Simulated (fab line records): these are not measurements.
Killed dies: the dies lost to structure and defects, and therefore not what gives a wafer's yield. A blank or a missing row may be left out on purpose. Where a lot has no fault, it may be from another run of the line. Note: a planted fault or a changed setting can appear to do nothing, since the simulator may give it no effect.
A struck lot beside a sound one :: flow nandHarc :: 14 steps out of a route of 1302
Sound: these wafers, L773.1, L773.4, L773.6. Struck: wafer L779.6 (left out: L779.2, L779.3 of the same lot, which were not struck); the cause appears at the end.
At each step with rows: each side's tool, then ch and its chambers, then its first start. Under that, the readings that differ: sound wafers :: struck wafers :: difference of the means :: sigmas: that difference in standard deviations of wafers without a fault.
alike: readings with means less than 2 such deviations apart, plus words and numbers identical on both sides. not compared: withheld readings, readings lacking a value on some wafer, bounds such as >300 that could conceal the same value, and numbers that have no deviation in the record and whose values overlap.
The two part at a step that has a row with sigmas, a row that says differs or no value, or rows on one side only. Numbers that don't overlap but have no deviation are shown without sigmas and don't part them. A reading missing from all wafers of one side parts the sides only when that side holds two or more wafers.

first, 6 steps without rows for these wafers: NHARC_A_DECK1_JOINT_CVD_34 (deposits SiNx, target thk 20 nm); NHARC_A_DECK1_JOINT_DEP_06 (deposits SiOx, target thk 80 nm); NHARC_A_DECK1_JOINT_CURE_26 (time 32 s); NHARC_A_DECK1_JOINT_ANNEAL_27 (time 3600 s); NHARC_A_DECK1_JOINT_ANNEAL_28 (time 1800 s); NHARC_A_DECK1_JOINT_ANNEAL_29 (time 1800 s).
NHARC_A_DECK1_JOINT_CMP_02: polishes SiOx.
  sound on cmp-04 ch 0,1,2, day 13 13:41; struck on cmp-03 ch 1, day 16 17:22
  alike: motorCurrentA
next, for these wafers, 1 step has no rows: NHARC_A_DECK1_JOINT_SRD_15.
NHARC_A_DECK1_JOINT_DEP_16: deposits SiO2, target thk 45 nm.
  sound on pecvd-03 ch 0,1,2, day 13 14:02; struck on pecvd-04 ch 1, day 16 21:01
  alike: heaterPowerOuterW, heaterPowerW, showerheadVppV, throttleValvePct
  not compared: sinceWetCleanH
NHARC_A_DECK1_JOINT_THK_MEAS_17: measures by ellipsometry.
  sound on filmMetro-01 at day 13 14:19; struck on filmMetro-01 at day 16 21:17
  alike: thkNm
NHARC_A_DECK1_JOINT_INSPECT_05:
  sound on defectInspect-02 at day 13 14:22; struck on defectInspect-02 at day 16 21:19
reading: rawDefectCount
sound: 280 344 287
struck: 571
difference: +267
sigmas: +2
NHARC_A_ONON_D2_DEP_00: target thk 1000 nm.
  sound on pecvdOnon-02 ch 0, day 13 14:26; struck on pecvdOnon-02 ch 0, day 16 21:27
NHARC_A_ONON_D2_THK_MEAS_02: measures by ellipsometry.
  sound on filmMetro-01 at day 13 14:56; struck on filmMetro-01 at day 16 22:04
reading: thkNm (nm)
sound: 981 982 982
struck: 753
difference: -229
sigmas: -23
  not compared: hold
-- the record jumps here: 12 days lie between the struck wafers' starts before and after (it left off in module A_ONON_D2 and takes up again in module END, whose first step shown is number 1302 of the route) --
NHARC_END_SORT_01:
  the record has rows for the struck wafers here (prober-02 ch 0, day 29 00:33) and none for the sound ones

== WHERE THEY PART ==
First at NHARC_A_DECK1_JOINT_INSPECT_05; last, within this record, at NHARC_END_SORT_01.

WHY: the cause the simulator had injected
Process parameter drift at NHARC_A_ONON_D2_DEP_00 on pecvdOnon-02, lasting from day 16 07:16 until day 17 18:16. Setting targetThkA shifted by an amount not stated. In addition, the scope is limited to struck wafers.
